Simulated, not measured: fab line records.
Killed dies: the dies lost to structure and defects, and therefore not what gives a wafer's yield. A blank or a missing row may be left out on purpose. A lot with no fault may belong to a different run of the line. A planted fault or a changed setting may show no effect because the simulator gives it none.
Which of the tools did it? :: flow nand-harc :: 13 lots, 39 wafers sampled, at 5 steps of a route of 1159

== WHAT EACH GAUGE READ, for each wafer ==
NHARC_END_SORT_01.
lot: L750
measured: day 20 16:10
on: prober-01
defect-limited-yield (%): 96.3 96.5 96.6
killed-at-array: 19 20 22
killed-at-other: 1 4 1
killed-at-periphery: 5 0 0
killed-dies: 25 24 23
killed-open: 4 1 0
killed-short: 3 1 1
sort_bin_2_pct (%): 1.2 0.7 0.7
sort_bin_3_pct (%): 0.30 0 0.15
sort_bin_4_pct (%): 2.2 2.8 2.5
sort-n-pass: 652 653 654
sort-rim-yield-pct (%): 92 95 98
sort-yield-pct (%): 96.3 96.5 96.6

lot: L753
measured: day 21 03:19
on: prober-02
defect-limited-yield (%): 95.1
killed-at-array: 31
killed-at-other: 2
killed-at-periphery: 0
killed-dies: 33
killed-open: 3
killed-short: 1
sort_bin_2_pct (%): 1.8
sort_bin_3_pct (%): 0.30
sort_bin_4_pct (%): 2.8
sort-n-pass: 644
sort-rim-yield-pct (%): 93
sort-yield-pct (%): 95.1

lot: L756
measured: day 22 01:08
on: prober-01
defect-limited-yield (%): 97.5 97.0 97.0
killed-at-array: 15 19 18
killed-at-other: 1 0 0
killed-at-periphery: 1 1 2
killed-dies: 17 20 20
killed-open: 3 2 1
killed-short: 2 3 0
sort_bin_2_pct (%): 0.4 0.6 1.2
sort_bin_3_pct (%): 0.30 0.30 0.30
sort_bin_4_pct (%): 1.8 2.1 1.5
sort-n-pass: 660 657 657
sort-rim-yield-pct (%): 99 98 97
sort-yield-pct (%): 97.5 97.0 97.0

lot: L758
measured: day 22 13:28
on: prober-02
defect-limited-yield (%): 95.1 94.8 95.7
killed-at-array: 26 26 23
killed-at-other: 0 1 1
killed-at-periphery: 7 8 5
killed-dies: 33 35 29
killed-open: 4 8 4
killed-short: 2 1 1
sort_bin_2_pct (%): 1.3 1.2 1.0
sort_bin_3_pct (%): 0.30 0.30 0.44
sort_bin_4_pct (%): 3.2 3.7 2.8
sort-n-pass: 644 642 648
sort-rim-yield-pct (%): 97 93 93
sort-yield-pct (%): 95.1 94.8 95.7

lot: L762
measured: day 22 23:43
on: prober-01
defect-limited-yield (%): 47.4 45.3 46.8
killed-at-array: 22 20 23
killed-at-other: 0 0 0
killed-at-periphery: 334 350 337
killed-dies: 356 370 360
killed-open: 6 1 5
killed-short: 2 2 1
sort_bin_2_pct (%): 20.2 17.4 20.8
sort_bin_3_pct (%): 4.14 4.58 3.99
sort_bin_4_pct (%): 28.2 32.6 28.4
sort-n-pass: 321 307 317
sort-rim-yield-pct (%): 40 46 43
sort-yield-pct (%): 47.4 45.3 46.8

lot: L763
measured: day 23 12:43
on: prober-01
defect-limited-yield (%): 49.0 44.9 46.5
killed-at-array: 28 31 33
killed-at-other: 2 2 1
killed-at-periphery: 315 340 328
killed-dies: 345 373 362
killed-open: 1 5 4
killed-short: 1 3 0
sort_bin_2_pct (%): 16.2 20.7 18.9
sort_bin_3_pct (%): 3.10 4.73 3.10
sort_bin_4_pct (%): 31.6 29.7 31.5
sort-n-pass: 332 304 315
sort-rim-yield-pct (%): 47 46 50
sort-yield-pct (%): 49.0 44.9 46.5

== TOOL THAT RAN EACH LOT (tool first, then ch and the chambers of the sampled wafers, then the start) ==
lot: L747
NHARC_P_M1_ECD_22: ecd-cu-02 ch 0,1, day 6 17:34
NHARC_A_M1_CMP_23: cmp-04 ch 0,3, day 18 11:12
NHARC_A_BONDPAD_DEGAS_25: pvd-sputter-02, day 18 14:57
NHARC_A_BONDPAD_ANNEAL_28: rtp-anneal-01 ch 0, day 18 15:50

lot: L749
NHARC_P_M1_ECD_22: ecd-cu-01 ch 0,1, day 6 19:34
NHARC_A_M1_CMP_23: cmp-04 ch 0,2, day 18 09:04
NHARC_A_BONDPAD_DEGAS_25: pvd-sputter-02, day 18 12:51
NHARC_A_BONDPAD_ANNEAL_28: rtp-anneal-02 ch 0, day 18 13:39

lot: L750
NHARC_P_M1_ECD_22: ecd-cu-01 ch 0,1, day 7 11:03
NHARC_A_M1_CMP_23: cmp-02 ch 0,1,2, day 19 05:44
NHARC_A_BONDPAD_DEGAS_25: pvd-sputter-02, day 19 09:09
NHARC_A_BONDPAD_ANNEAL_28: rtp-anneal-01 ch 0, day 19 09:56

lot: L752
NHARC_P_M1_ECD_22: ecd-cu-01 ch 0,1, day 7 11:22
NHARC_A_M1_CMP_23: cmp-03 ch 0,3, day 19 15:34
NHARC_A_BONDPAD_DEGAS_25: pvd-sputter-02, day 19 18:58
NHARC_A_BONDPAD_ANNEAL_28: rtp-anneal-02 ch 0, day 19 19:44

lot: L753
NHARC_P_M1_ECD_22: ecd-cu-02 ch 0,1, day 7 18:23
NHARC_A_M1_CMP_23: cmp-02 ch 0,2, day 19 15:40
NHARC_A_BONDPAD_DEGAS_25: pvd-sputter-03, day 19 19:09
NHARC_A_BONDPAD_ANNEAL_28: rtp-anneal-01 ch 0, day 19 20:02

lot: L755
NHARC_P_M1_ECD_22: ecd-cu-01 ch 0,1, day 8 04:49
NHARC_A_M1_CMP_23: cmp-04 ch 0,3, day 20 01:48
NHARC_A_BONDPAD_DEGAS_25: pvd-sputter-02, day 20 05:22
NHARC_A_BONDPAD_ANNEAL_28: rtp-anneal-02 ch 0, day 20 06:11

lot: L756
NHARC_P_M1_ECD_22: ecd-cu-01 ch 0,1, day 8 18:52
NHARC_A_M1_CMP_23: cmp-02 ch 0,1,2, day 20 16:26
NHARC_A_BONDPAD_DEGAS_25: pvd-sputter-01, day 20 19:56
NHARC_A_BONDPAD_ANNEAL_28: rtp-anneal-01 ch 0, day 20 20:44

lot: L758
NHARC_P_M1_ECD_22: ecd-cu-02 ch 0,1, day 9 07:27
NHARC_A_M1_CMP_23: cmp-02 ch 0,2,3, day 21 01:08
NHARC_A_BONDPAD_DEGAS_25: pvd-sputter-01, day 21 04:35
NHARC_A_BONDPAD_ANNEAL_28: rtp-anneal-01 ch 0, day 21 05:19

lot: L762
NHARC_P_M1_ECD_22: ecd-cu-01 ch 1, day 10 00:43
NHARC_A_M1_CMP_23: cmp-04 ch 1,2,3, day 21 10:59
NHARC_A_BONDPAD_DEGAS_25: pvd-sputter-03, day 21 14:37
NHARC_A_BONDPAD_ANNEAL_28: rtp-anneal-01 ch 0, day 21 15:20

lot: L763
NHARC_P_M1_ECD_22: ecd-cu-01 ch 1, day 10 10:30
NHARC_A_M1_CMP_23: cmp-02 ch 1,2, day 22 02:16
NHARC_A_BONDPAD_DEGAS_25: pvd-sputter-02, day 22 05:52
NHARC_A_BONDPAD_ANNEAL_28: rtp-anneal-01 ch 0, day 22 06:38

lot: L767
NHARC_P_M1_ECD_22: ecd-cu-02 ch 0,1, day 11 06:49
NHARC_A_M1_CMP_23: cmp-03 ch 0,1,2, day 23 02:11
NHARC_A_BONDPAD_DEGAS_25: pvd-sputter-01, day 23 05:34
NHARC_A_BONDPAD_ANNEAL_28: rtp-anneal-01 ch 0, day 23 06:21

lot: L769
NHARC_P_M1_ECD_22: ecd-cu-02 ch 0,1, day 11 11:43
NHARC_A_M1_CMP_23: cmp-04 ch 1,2,3, day 22 21:40
NHARC_A_BONDPAD_DEGAS_25: pvd-sputter-03, day 23 01:26
NHARC_A_BONDPAD_ANNEAL_28: rtp-anneal-01 ch 0, day 23 02:09

lot: L768
NHARC_P_M1_ECD_22: ecd-cu-02 ch 0,1, day 11 12:46
NHARC_A_M1_CMP_23: cmp-03 ch 0,1,2, day 23 05:31
NHARC_A_BONDPAD_DEGAS_25: pvd-sputter-01, day 23 09:10
NHARC_A_BONDPAD_ANNEAL_28: rtp-anneal-02 ch 0, day 23 09:54
- NHARC_P_M1_ECD_22: material Cu, target thk 400 nm.
- NHARC_A_M1_CMP_23: polishes, t overpolish 20 s, target thk 154.34 nm.
- NHARC_A_BONDPAD_DEGAS_25: time 60 s.
- NHARC_A_BONDPAD_ANNEAL_28: time 90 s.

== AS READ BY THE TOOLS THEMSELVES (means over the sampled wafers that have a number; for cases with no such wafer, the mark the record gives instead) ==
NHARC_A_M1_CMP_23.
lot: L747
tool: cmp-04
motor-current-A (A): 11.2
pad-life-wafers: 108
retaining-ring-pressure-frac: 1.003
slurry-flow-ml-min: 149.9
time-to-endpoint-s (s): 32.2

lot: L749
tool: cmp-04
motor-current-A (A): 12.3
pad-life-wafers: 97
retaining-ring-pressure-frac: 1.004
slurry-flow-ml-min: 150.2
time-to-endpoint-s (s): 30.8

lot: L750
tool: cmp-02
motor-current-A (A): 12.6
pad-life-wafers: 74
retaining-ring-pressure-frac: 0.997
slurry-flow-ml-min: 150.3
time-to-endpoint-s (s): 26.4

lot: L752
tool: cmp-03
motor-current-A (A): 12.6
pad-life-wafers: 523
retaining-ring-pressure-frac: 0.997
slurry-flow-ml-min: 150.0
time-to-endpoint-s (s): 27.7

lot: L753
tool: cmp-02
motor-current-A (A): 12.5
pad-life-wafers: 110
retaining-ring-pressure-frac: 0.995
slurry-flow-ml-min: 150.0
time-to-endpoint-s (s): 26.1

lot: L755
tool: cmp-04
motor-current-A (A): 11.5
pad-life-wafers: 314
retaining-ring-pressure-frac: 1.003
slurry-flow-ml-min: 150.2
time-to-endpoint-s (s): 27.6

lot: L756
tool: cmp-02
motor-current-A (A): 12.3
pad-life-wafers: 260
retaining-ring-pressure-frac: 1.004
slurry-flow-ml-min: 150.0
time-to-endpoint-s (s): 30.5

lot: L758
tool: cmp-02
motor-current-A (A): 12.4
pad-life-wafers: 313
retaining-ring-pressure-frac: 0.999
slurry-flow-ml-min: 149.8
time-to-endpoint-s (s): 30.3

lot: L762
tool: cmp-04
motor-current-A (A): 13.1
pad-life-wafers: 481
retaining-ring-pressure-frac: 0.996
slurry-flow-ml-min: 149.9
time-to-endpoint-s (s): 28.7

lot: L763
tool: cmp-02
motor-current-A (A): 12.5
pad-life-wafers: 476
retaining-ring-pressure-frac: 0.999
slurry-flow-ml-min: 150.2
time-to-endpoint-s (s): 33.5

lot: L767
tool: cmp-03
motor-current-A (A): 12.6
pad-life-wafers: 500
retaining-ring-pressure-frac: 1.000
slurry-flow-ml-min: 149.5
time-to-endpoint-s (s): 24.0

lot: L769
tool: cmp-04
motor-current-A (A): 12.9
pad-life-wafers: 145
retaining-ring-pressure-frac: 1.001
slurry-flow-ml-min: 150.0
time-to-endpoint-s (s): 27.5

lot: L768
tool: cmp-03
motor-current-A (A): 12.4
pad-life-wafers: 536
retaining-ring-pressure-frac: 1.002
slurry-flow-ml-min: 149.8
time-to-endpoint-s (s): 25.2

NHARC_A_BONDPAD_DEGAS_25.
lot: L747
tool: pvd-sputter-02
heater-power-w (W): 453

lot: L749
tool: pvd-sputter-02
heater-power-w (W): 494

lot: L750
tool: pvd-sputter-02
heater-power-w (W): 433

lot: L752
tool: pvd-sputter-02
heater-power-w (W): 481

lot: L753
tool: pvd-sputter-03
heater-power-w (W): 473

lot: L755
tool: pvd-sputter-02
heater-power-w (W): 448

lot: L756
tool: pvd-sputter-01
heater-power-w (W): 462

lot: L758
tool: pvd-sputter-01
heater-power-w (W): 458

lot: L762
tool: pvd-sputter-03
heater-power-w (W): 481

lot: L763
tool: pvd-sputter-02
heater-power-w (W): 497

lot: L767
tool: pvd-sputter-01
heater-power-w (W): 459

lot: L769
tool: pvd-sputter-03
heater-power-w (W): 482

lot: L768
tool: pvd-sputter-01
heater-power-w (W): 494

NHARC_A_BONDPAD_ANNEAL_28.
lot: L747
tool: rtp-anneal-01
wafer_temp_C_max: 225.7

lot: L749
tool: rtp-anneal-02
wafer_temp_C_max: 226.3

lot: L750
tool: rtp-anneal-01
wafer_temp_C_max: 225.8

lot: L752
tool: rtp-anneal-02
wafer_temp_C_max: 226.4

lot: L753
tool: rtp-anneal-01
wafer_temp_C_max: 225.8

lot: L755
tool: rtp-anneal-02
wafer_temp_C_max: 226.3

lot: L756
tool: rtp-anneal-01
wafer_temp_C_max: 225.9

lot: L758
tool: rtp-anneal-01
wafer_temp_C_max: 225.7

lot: L762
tool: rtp-anneal-01
wafer_temp_C_max: 225.6

lot: L763
tool: rtp-anneal-01
wafer_temp_C_max: 225.7

lot: L767
tool: rtp-anneal-01
wafer_temp_C_max: 225.6

lot: L769
tool: rtp-anneal-01
wafer_temp_C_max: 225.7

lot: L768
tool: rtp-anneal-02
wafer_temp_C_max: 226.6

== THE ANSWER, worked out from the rows above alone ==
Rule: usual is defined by the lots themselves. Put in order of their means at a reading, lots are off if they are a third of the lots or fewer, leave a main group of 4 or more, and stand apart from it by a gap of 3 or more times the standard deviation of the main group's means; of several such gaps the widest counts. If all means in a main group match to the digits the tables above print for the reading, that group is not used. A lot without any number at a reading at which 4 lots or more have one is off too. Any other lot the step has rows for is counted as sound. First the gauges in route order, then the tools' own readings, where a lot's mean is used as printed above. At the first step where some lot is off, the reading lying furthest off is the one used; lots without a number count as furthest.
Off at NHARC_END_SORT_01 (killed-at-periphery): L762, L763. Main group: mean 2.4, sd 2.5. Neither off nor sound, because the step has no rows for them: L747, L749, L752, L755, L767, L769, L768.
If a tool, at a process step before that reading, ran all the lots that are off and no sound lot after the first of them, it fits. Gauges at NHARC_END_SORT_01: tried the same way as those tools. Can't be told from this: 3 tools fit, ecd-cu-01 at NHARC_P_M1_ECD_22, rtp-anneal-01 at NHARC_A_BONDPAD_ANNEAL_28, prober-01 at NHARC_END_SORT_01.

== WHAT WAS PUT IN BY THE SIMULATOR ==
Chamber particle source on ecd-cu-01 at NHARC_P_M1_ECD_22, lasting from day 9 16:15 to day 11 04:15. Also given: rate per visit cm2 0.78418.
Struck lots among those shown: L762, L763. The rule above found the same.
